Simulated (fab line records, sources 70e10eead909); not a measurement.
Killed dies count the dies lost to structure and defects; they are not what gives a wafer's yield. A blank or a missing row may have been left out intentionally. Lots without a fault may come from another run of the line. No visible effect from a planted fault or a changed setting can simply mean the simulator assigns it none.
Matching of chambers -- flow nand-harc -- NHARC_P_CONTACT_ALD_22 on ald-metal-04: 4 sister chambers
The step deposits TiN, target thk 3 nm, pulse time 1 s, ald cycles 150. 18 wafers are shown with their chamber, then 9 later ones without.

## WAFERS WITH THEIR CHAMBER
wafer,chamber,heater-power-w (W),precursor-pulse-height-rel
L289.1,3,1261,0.992
L289.2,2,983,0.982
L289.4,1,1184,1.009
L291.1,2,938,1.004
L291.3,0,1001,1.010
L291.4,1,1211,0.995
L292.1,2,955,0.986
L292.3,0,1044,0.974
L292.6,3,1243,1.026
L295.1,2,968,0.975
L295.3,1,1167,0.996
L295.4,3,1258,1.003
L298.1,1,1167,1.012
L298.3,2,970,1.025
L298.4,0,1041,1.031
L300.1,2,981,1.004
L300.2,1,1222,0.996
L300.4,3,1268,1.002

SIGNATURES, as means of the wafers listed above
reading,chamber 0,chamber 1,chamber 2,chamber 3,scatter within a chamber
heater-power-w,1028.67,1190.20,965.83,1257.50,19.8
precursor-pulse-height-rel,1.00500,1.00160,0.99600,1.00575,0.0174
Rule: for each reading, subtract the chamber's mean from the wafer's reading, divide by that reading's scatter and square the result; add these up over the readings and take the root, which gives the wafer's distance from the chamber. The wafer belongs to the nearest chamber; if the next one is less than 2 further off, it can't be placed. How the scatter is found: for the shown wafers, subtract from each reading the mean of its chamber, square and add these, divide the total by (wafers less chambers), then take the root.

## WAFERS WITH NO CHAMBER GIVEN
wafer,heater-power-w (W),precursor-pulse-height-rel
L307.3,1245,0.974
L307.5,915,1.005
L307.6,1272,0.991
L309.1,1214,0.995
L309.3,922,0.999
L309.5,907,0.964
L311.2,1055,1.007
L311.3,917,1.007
L311.4,1225,1.016

## THE CHAMBER EACH PASSED THROUGH
wafer,from the rows above,in truth
L307.3,can't be placed: 3 or 1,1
L307.5,2,2
L307.6,3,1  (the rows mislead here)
L309.1,can't be placed: 1 or 3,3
L309.3,2,2
L309.5,2,2
L311.2,0,0
L311.3,2,2
L311.4,can't be placed: 3 or 1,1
5 of 9 placed correctly. These rows do not allow placing 3 (true chamber among the candidates in 3). Placed wrongly: 1.
